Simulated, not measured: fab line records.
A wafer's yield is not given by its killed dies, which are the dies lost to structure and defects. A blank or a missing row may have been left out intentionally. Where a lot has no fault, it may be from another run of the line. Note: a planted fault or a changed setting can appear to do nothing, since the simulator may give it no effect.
fab line records | flow nand-harc
[record] lots = 6 wafers = 18 last-day = 33
route steps=1302 shown A_CHANNEL_HOLE_D1@483 A_CHANNEL_FILL_D1@490
lots untouched by any fault: they come from a run of this same line in which no faults occurred
start-h: hours from the record's first day to the start of the lot's first wafer shown | wait-h: hours since the lot's step before | " the same as in the row above | L1.1+2: several wafers, shown together as one row | - no value, or no start given | * or withheld: withheld | < > ~ a bound
route shown NAME@n: names a module that has steps shown in the file, with the first one's number in the route | usual: average and standard deviation across the fault-free wafers | same: alike in all rows | chamber/n: place in a boat | sites: readings site by site | _std_site: standard deviation across them | _edge_site: outer sites' mean less inner sites' | radius-mm: for every site, how far away it sits from the centre of the wafer | mask NAME#n: copy n | behind: the last tool/chamber to shape the wafer | hold: reason for holding the lot/hours on hold/outcome of the hold | device: transistor that didn't switch, given as n, p or np | end of line: tests of these same wafers at the route's end | where a step has no rows: the recipe by itself | killed: count of dies lost to structure and defects at first sort (not the wafer's yield) | map: the dies of a wafer, with x for killed, . for not killed, _ for no die there
set.NAME: the run value of the setting; set.NAME@STEP: its run value at that earlier step | model.NAME: the simulator's own value behind a step, which no gauge read
lots at selected steps of the route; one table per step, one row per wafer
services: a tool's chamber out of use, with start hour (start-h, from the record's first day; less than 0 if before it), hours out, and reason
[[steps]]
[step NHARC_A_CHANNEL_HOLE_D1_ETCH_44]
[recipe] target-depth-a = 1400 overetch-a = 140 time-s = 77 ion-energy-ev = 100 cf4-flow-sccm = 80 o2-flow-sccm = 20 ar-flow-sccm = 0 rf-w = 300 bias-w = 100 chemistry = CF4/O2
[usual] cf4-flow-sccm = 79.97/0.24 drypump-motor-current-A = 6.1/0.47 oes-product-au = 0.993/0.012 rf-vpp-V = 198.1/1.5 showerhead-plenum-p-Torr = 1.35/0.065 throttle-valve-pct = 13.398/0.0088
// columns lot.wafer tool chamber start-h wait-h cf4-flow-sccm drypump-motor-current-A oes-product-au rf-hours-counter-h rf-vpp-V showerhead-plenum-p-Torr throttle-valve-pct
L194.3 rie-diel-11 1 238.31 0.1 79.85 6.0 0.987 12 198.5 1.42 13.406
L194.2 " 3 " " 80.08 6.4 0.973 13 199.9 1.36 13.401
L194.5 " 0 " " 80.00 6.8 0.988 - 194.6 1.26 13.394
L195.3 rie-diel-11 3 270.33 0.1 80.21 6.4 0.968 1 198.1 1.36 13.388
L195.4 " 1 " " 79.85 6.0 0.988 1 200.0 1.42 13.393
L195.6 " 0 " " 80.11 6.8 1.000 - 195.8 1.26 13.402
L201.1 rie-diel-11 0 330.51 0.1 79.97 6.8 1.002 7 197.5 1.25 13.398
L201.2 " 2 " " 79.86 5.4 0.974 6 198.6 1.38 13.395
L201.4 " 3 " " 80.04 6.4 0.985 7 198.3 1.36 13.411
L202.4 rie-diel-11 1 331.18 0.1 79.95 6.0 0.993 6 200.7 1.42 13.395
L202.6 " 2 " " 80.07 5.4 0.978 - 198.7 1.38 13.399
L202.5 " 3 " " 79.93 6.4 0.980 - 198.5 1.36 13.388
L206.2 rie-diel-11 1 368.33 0.1 79.81 6.0 0.983 10 199.0 1.42 13.411
L206.4 " 2 " " 80.10 5.4 0.980 8 200.3 1.38 13.396
L206.5 " 3 " " 79.73 6.4 0.980 - 197.4 1.36 13.405
L210.2 rie-diel-04 3 405.82 0.1 79.64 6.2 1.001 14 198.4 1.43 13.420
L210.1 " 0 " " 79.97 5.5 0.985 13 197.5 1.35 13.423
L210.5 " 2 " " 79.97 5.6 1.005 - 197.3 1.29 13.386
[step NHARC_A_CHANNEL_HOLE_D1_STRIP_27]
[recipe] o2-flow-sccm = 500 ar-flow-sccm = 0 bias-w = 0 chemistry = O2
[usual] drypump-motor-current-A = 6.1/0.48 oes-product-au = 0.993/0.013 rf-vpp-V = 57.9/0.85 showerhead-plenum-p-Torr = 3.55/0.16 throttle-valve-pct = 17.036/0.0097
// columns lot.wafer tool chamber start-h wait-h drypump-motor-current-A oes-product-au rf-hours-counter-h rf-vpp-V showerhead-plenum-p-Torr throttle-valve-pct
L194.3 rie-diel-11 2 - - 5.4 1.008 13 58.2 3.65 17.049
L194.2 " 3 " " 6.4 0.974 13 58.0 3.59 17.036
L194.5 " 2 " " 5.4 1.014 - 56.2 3.65 17.029
L195.4 rie-diel-11 3 - - 6.4 0.974 1 59.2 3.59 17.027
L195.3 " 0 " " 6.8 1.009 1 57.9 3.33 17.044
L195.6 " 3 " " 6.4 0.989 - 57.1 3.59 17.045
L201.1 rie-diel-11 3 - - 6.4 0.992 7 57.3 3.59 17.030
L201.4 " 1 " " 6.0 0.996 6 57.1 3.73 17.024
L201.2 " 2 " " 5.4 0.986 6 59.5 3.64 17.047
L202.4 rie-diel-11 3 - - 6.4 0.978 7 57.4 3.59 17.028
L202.6 " 3 " " 6.4 0.974 - 56.7 3.59 17.026
L202.5 " 0 " " 6.8 1.000 - 56.9 3.32 17.039
L206.2 rie-diel-11 1 - - 6.0 0.989 10 59.9 3.73 17.053
L206.4 " 2 " " 5.4 0.979 8 57.0 3.64 17.047
L206.5 " 0 " " 6.8 0.998 - 57.2 3.32 17.035
L210.2 rie-diel-04 2 - - 5.6 1.016 15 57.8 3.42 17.036
L210.1 " 0 " " 5.5 1.005 13 58.3 3.56 17.025
L210.5 " 3 " " 6.2 1.012 - 59.4 3.77 17.050
[step NHARC_A_CHANNEL_HOLE_D1_PRECLEAN_28]
[recipe] time-s = * temp-c = 50 bath-age-min = 0 chemistry = SC1
[step NHARC_A_CHANNEL_HOLE_D1_SRD_29]
[step NHARC_A_CHANNEL_HOLE_D1_CD_MEAS_30]
[usual] cd-nm = 90.6/1.6
// columns lot.wafer tool chamber start-h wait-h cd-nm
L194.2 cd-sem-03 - 239.10 - 92.8
L194.3 " - " " 89.7
L194.5 " - " " 89.7
L195.3 cd-sem-01 - 271.13 - 89.8
L195.4 " - " " 89.5
L195.6 " - " " 92.0
L201.1 cd-sem-02 - 331.31 - 91.7
L201.2 " - " " 91.6
L201.4 " - " " 89.7
L202.4 cd-sem-02 - 331.95 - 87.9
L202.5 " - " " 89.3
L202.6 " - " " 91.7
L206.2 cd-sem-02 - 369.11 - 90.0
L206.4 " - " " 90.3
L206.5 " - " " 89.1
L210.1 cd-sem-03 - 406.62 - 93.8
L210.2 " - " " 93.1
L210.5 " - " " 92.1
[step NHARC_A_CHANNEL_HOLE_D1_XSEM_31]
[recipe] landing-energy-ev = 35000
[usual] bot-cd-nm = 75.4/1.6 bow-nm = 8.67/0.23 tilt-deg = 0.07/0.034
// columns lot.wafer tool chamber start-h wait-h bot-cd-nm bow-nm tilt-deg
L194.2 xsem-01 0 239.19 0.1 77.2 8.82 0.02
L194.3 " 0 " " 74.0 8.95 0.02
L194.5 " 0 " " 74.2 8.75 0.02
L195.3 xsem-02 0 271.23 0.1 74.8 8.91 0.05
L195.4 " 0 " " 75.1 8.93 0.05
L195.6 " 0 " " 76.8 9.00 0.05
L201.1 xsem-01 0 331.39 0.1 75.3 8.47 0.07
L201.2 " 0 " " 75.3 8.52 0.07
L201.4 " 0 " " 73.0 8.52 0.07
L202.4 xsem-02 0 332.05 0.1 72.8 8.90 0.06
L202.5 " 0 " " 74.6 8.89 0.07
L202.6 " 0 " " 76.2 8.86 0.06
L206.2 xsem-01 0 369.19 0.1 75.4 8.29 0.04
L206.4 " 0 " " 75.2 8.23 0.04
L206.5 " 0 " " 73.8 8.24 0.04
L210.1 xsem-02 0 406.71 0.1 78.9 8.48 0.11
L210.2 " 0 " " 79.1 8.50 0.12
L210.5 " 0 " " 77.6 8.52 0.12
[step NHARC_A_CHANNEL_HOLE_D1_INSPECT_40]
[usual] raw-defect-count = 68/27
// columns lot.wafer tool chamber start-h wait-h raw-defect-count
L194.2 defect-inspect-02 - 239.28 - 26
L194.3 " - " " 29
L194.5 " - " " 23
L195.3 defect-inspect-01 - 271.32 - 38
L195.4 " - " " 39
L195.6 " - " " 48
L201.1 defect-inspect-01 - 331.49 - 41
L201.2 " - " " 46
L201.4 " - " " 39
L202.4 defect-inspect-01 - 332.13 - 99
L202.5 " - " " 96
L202.6 " - " " 99
L206.2 defect-inspect-01 - 369.29 - 75
L206.4 " - " " 71
L206.5 " - " " 66
L210.1 defect-inspect-01 - 406.81 - 31
L210.2 " - " " 22
L210.5 " - " " 34
[step NHARC_A_CHANNEL_FILL_D1_PRECLEAN_00]
[recipe] time-s = * temp-c = 50 bath-age-min = 0 chemistry = SC1
[step NHARC_A_CHANNEL_FILL_D1_SRD_01]
[step NHARC_A_CHANNEL_FILL_D1_ALD_02]
[recipe] target-thk-a = 60 pulse-time-s = 10 ald-cycles = 60 temp-c = 300 material = SiO2
[step NHARC_A_CHANNEL_FILL_D1_ALD_03]
[recipe] target-thk-a = 60 pulse-time-s = 60 ald-cycles = 58 temp-c = 630 pressure-torr = 2 material = SiNx
[step NHARC_A_CHANNEL_FILL_D1_ALD_14]
[recipe] target-thk-a = 25 pulse-time-s = 10 ald-cycles = 25 temp-c = 300 material = SiO2
[usual] ald-cycles = 25/0 heater-power-outer-w = 265/34 heater-power-w = 471/39 precursor-pulse-height-rel = 1.000/0.02
// columns lot.wafer tool chamber start-h wait-h ald-cycles heater-power-outer-w heater-power-w precursor-pulse-height-rel
L194.2 ald-hk-04 1 246.51 0.1 25 275 485 0.962
L194.3 " 2 " " 25 280 497 0.995
L194.5 " 0 " " 25 194 393 0.993
L195.4 ald-hk-03 2 276.21 0.3 25 326 518 0.978
L195.3 " 3 " " 25 282 475 1.017
L195.6 " 2 " " 25 341 519 1.002
L201.1 ald-hk-04 1 338.73 0.0 25 273 484 0.999
L201.2 " 2 " " 25 296 536 0.976
L201.4 " 0 " " 25 201 416 1.016
L202.4 ald-hk-03 1 338.84 0.2 25 279 488 0.969
L202.6 " 2 " " 25 320 513 1.045
L202.5 " 3 " " 25 284 489 1.004
L206.2 ald-hk-02 3 377.89 1.0 25 231 407 0.973
L206.4 " 1 " " 25 219 410 1.027
L206.5 " 3 " " 25 227 398 1.010
L210.2 ald-hk-02 3 414.13 0.1 25 234 410 0.999
L210.1 " 0 " " 25 248 467 0.954
L210.5 " 1 " " 25 234 420 1.009
[step NHARC_A_CHANNEL_FILL_D1_ALD_15]
[recipe] target-thk-a = 20 pulse-time-s = 60 ald-cycles = 19 temp-c = 630 pressure-torr = 2 material = SiNx
[usual] ald-cycles = 19/0 precursor-pulse-height-rel = 1.000/0.02
// columns lot.wafer tool chamber start-h wait-h ald-cycles precursor-pulse-height-rel
L194.2 ald-sin-batch-02 0 249.60 - 19 0.974
L194.3 " 0 " " 19 1.022
L194.5 " 0 " " 19 0.984
L195.3 ald-sin-batch-01 0 279.07 - 19 1.017
L195.4 " 0 " " 19 0.971
L195.6 " 0 " " 19 1.011
L201.1 ald-sin-batch-01 0 341.85 - 22 0.983
L201.2 " 0 " " 22 0.980
L201.4 " 0 " " 22 0.961
L202.4 ald-sin-batch-01 0 341.85 - 22 1.012
L202.5 " 0 " " 22 0.982
L202.6 " 0 " " 22 1.012
L206.2 ald-sin-batch-03 0 381.16 3.2 19 1.032
L206.4 " 0 " " 19 0.963
L206.5 " 0 " " 19 1.031
L210.1 ald-sin-batch-02 0 417.17 - 19 1.019
L210.2 " 0 " " 19 0.986
L210.5 " 0 " " 19 1.002
[step NHARC_A_CHANNEL_FILL_D1_ALD_16]
[recipe] target-thk-a = 15 pulse-time-s = 10 ald-cycles = 15 temp-c = 300 material = SiO2
[usual] ald-cycles = 15/0 heater-power-outer-w = 263/32 heater-power-w = 470/40 precursor-pulse-height-rel = 0.998/0.02
// columns lot.wafer tool chamber start-h wait-h ald-cycles heater-power-outer-w heater-power-w precursor-pulse-height-rel
L194.2 ald-hk-02 0 251.65 0.0 15 250 471 0.994
L194.3 " 3 " " 15 229 401 1.019
L194.5 " 1 " " 15 231 403 0.981
L195.3 ald-hk-04 2 281.13 0.1 15 294 523 0.986
L195.4 " 0 " " 15 203 418 1.038
L195.6 " 1 " " 15 277 483 0.992
L202.4 ald-hk-03 3 343.92 0.0 15 282 486 0.974
L202.5 " 3 " " 15 287 480 0.996
L202.6 " 0 " " 15 257 491 0.990
L201.2 ald-hk-02 3 343.94 0.1 15 231 421 0.997
L201.1 " 0 " " 15 256 475 1.015
L201.4 " 1 " " 15 228 423 0.979
L206.2 ald-hk-04 2 383.22 0.0 15 296 541 0.983
L206.4 " 3 " " 15 256 495 1.013
L206.5 " 3 " " 15 261 502 1.013
L210.1 ald-hk-04 2 419.28 0.1 15 303 536 1.003
L210.2 " 3 " " 15 263 499 0.964
L210.5 " 2 " " 15 293 538 0.991
[[services]]
// columns tool chamber start-h hours kind
ald-hk-03 - 214.63 10.0 pm
rie-diel-11 0 234.50 - clean
rie-diel-11 1 234.50 - clean
rie-diel-11 2 234.50 - clean
rie-diel-11 3 234.50 - clean
ald-hk-04 - 254.67 10.0 pm
rie-diel-11 - 255.50 9.0 pm
rie-diel-11 0 255.50 9.0 vent-cycle
rie-diel-11 1 255.50 9.0 vent-cycle
rie-diel-11 2 255.50 9.0 vent-cycle
rie-diel-11 3 255.50 9.0 vent-cycle
ald-sin-batch-03 - 258.61 4.5 repair
ald-hk-02 - 262.80 17.9 repair
rie-diel-11 0 264.50 - clean
rie-diel-11 1 264.50 - clean
ald-sin-batch-03 - 264.72 23.1 repair
ald-sin-batch-02 - 266.83 26.0 pm
ald-sin-batch-01 - 320.95 6.6 repair
ald-hk-03 - 337.30 1.2 repair
rie-diel-11 2 339.15 14.0 repair
rie-diel-04 - 354.90 9.0 pm
xsem-01 - 374.00 14.0 pm
ald-sin-batch-02 - 379.32 12.8 repair
ald-hk-03 - 394.97 10.0 pm
[[key]]
[first-sign] step = NHARC_A_CHANNEL_FILL_D1_ALD_15 reading = ald-cycles direction = up sigmas = 99+ usual = 19 struck = 22
effect none on later readings
met-at NHARC_A_CHANNEL_FILL_D1_ALD_15
struck-wafers L201.1,L201.2,L201.4,L202.4,L202.5,L202.6
tester-left-out L201,L202
onset-between 279.07 341.85
[fault] kind = process-parameter-drift tool = ald-sin-batch-01 chamber = - onset-h = 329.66 steps = NHARC_A_CHANNEL_FILL_D1_ALD_15 channel = ald-cycles offset = 3 shape = step end-h = 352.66 acts-in = these-recipes-only stated = 19
// tester-left-out: of these lots the tester's yield and bins aren't shown, on N5 and GAA mostly nor the transistor test; their killed dies are dies lost to structure and defects alone, not to doping, threshold or leakage, so they don't give the yield
